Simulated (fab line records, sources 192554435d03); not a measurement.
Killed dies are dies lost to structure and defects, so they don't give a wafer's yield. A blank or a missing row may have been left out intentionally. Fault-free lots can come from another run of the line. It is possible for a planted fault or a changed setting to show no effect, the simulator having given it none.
Chamber matching | flow n5-finfet | N5_BEOL_M15_DESCUM_33 on rie-diel-02 has 4 sister chambers
The step chemistry O2, time 7.9 s. 16 wafers are shown with their chamber, then 8 later ones without.

## WAFERS, EACH WITH ITS CHAMBER
wafer  | chamber | showerhead-plenum-p-Torr (Torr) | drypump-motor-current-A (A) | throttle-valve-pct (%)
L074.2 | 1       | 2.11                            | 6.6                         | 20.26
L074.4 | 0       | 2.15                            | 6.2                         | 20.27
L074.5 | 2       | 2.05                            | 6.1                         | 20.35
L077.2 | 2       | 2.05                            | 6.2                         | 20.35
L077.3 | 1       | 2.11                            | 6.7                         | 20.25
L077.4 | 3       | 2.02                            | 5.2                         | 20.22
L080.3 | 1       | 2.11                            | 6.7                         | 20.27
L080.4 | 2       | 2.04                            | 6.1                         | 20.38
L080.6 | 2       | 2.04                            | 6.1                         | 20.37
L083.2 | 2       | 2.04                            | 6.1                         | 20.38
L083.5 | 2       | 2.04                            | 6.1                         | 20.37
L083.6 | 3       | 2.02                            | 5.3                         | 20.26
L088.2 | 2       | 2.04                            | 6.1                         | 20.41
L088.5 | 3       | 2.02                            | 5.2                         | 20.26
L088.6 | 0       | 2.15                            | 6.2                         | 19.86
L094.1 | 3       | 2.01                            | 5.3                         | 20.26

SIGNATURES (averages over the wafers above)
reading                  | chamber 0 | chamber 1 | chamber 2 | chamber 3 | scatter within a chamber
showerhead-plenum-p-Torr | 2.1500    | 2.1100    | 2.0429    | 2.0175    | 0.00426
drypump-motor-current-A  | 6.200     | 6.667     | 6.114     | 5.250     | 0.0459
throttle-valve-pct       | 20.0650   | 20.2600   | 20.3729   | 20.2500   | 0.0856
Rule: for each reading, subtract the chamber's mean from the wafer's reading, divide by that reading's scatter and square the result; add these up over the readings and take the root, which gives the wafer's distance from the chamber. If the next closest chamber is less than 2 further off than the closest, the wafer can't be placed; otherwise it belongs to the closest. The scatter: the root of (the sum of the squares of (reading less its chamber's mean) over the shown wafers, divided by (wafers less chambers)).

## WAFERS WITH NO CHAMBER GIVEN
wafer  | showerhead-plenum-p-Torr (Torr) | drypump-motor-current-A (A) | throttle-valve-pct (%)
L094.2 | 2.04                            | 6.1                         | 20.41
L094.3 | 2.10                            | 6.6                         | 20.31
L094.4 | 2.10                            | 6.6                         | 20.31
L094.5 | 2.03                            | 6.1                         | 20.43
L094.6 | 2.01                            | 5.2                         | 20.28
L097.3 | 2.01                            | 5.3                         | 20.28
L097.5 | 2.01                            | 5.2                         | 20.28
L097.6 | 2.03                            | 6.1                         | 20.45

## WHICH CHAMBER EACH ONE RAN IN
wafer  | from the rows above | in truth
L094.2 | 2                   | 2
L094.3 | 1                   | 1
L094.4 | 1                   | 1
L094.5 | 2                   | 2
L094.6 | 3                   | 3
L097.3 | 3                   | 3
L097.5 | 3                   | 3
L097.6 | 2                   | 2
Correct placement for 8 of the 8. Can't be placed from these rows: 0. Wrongly placed: 0.
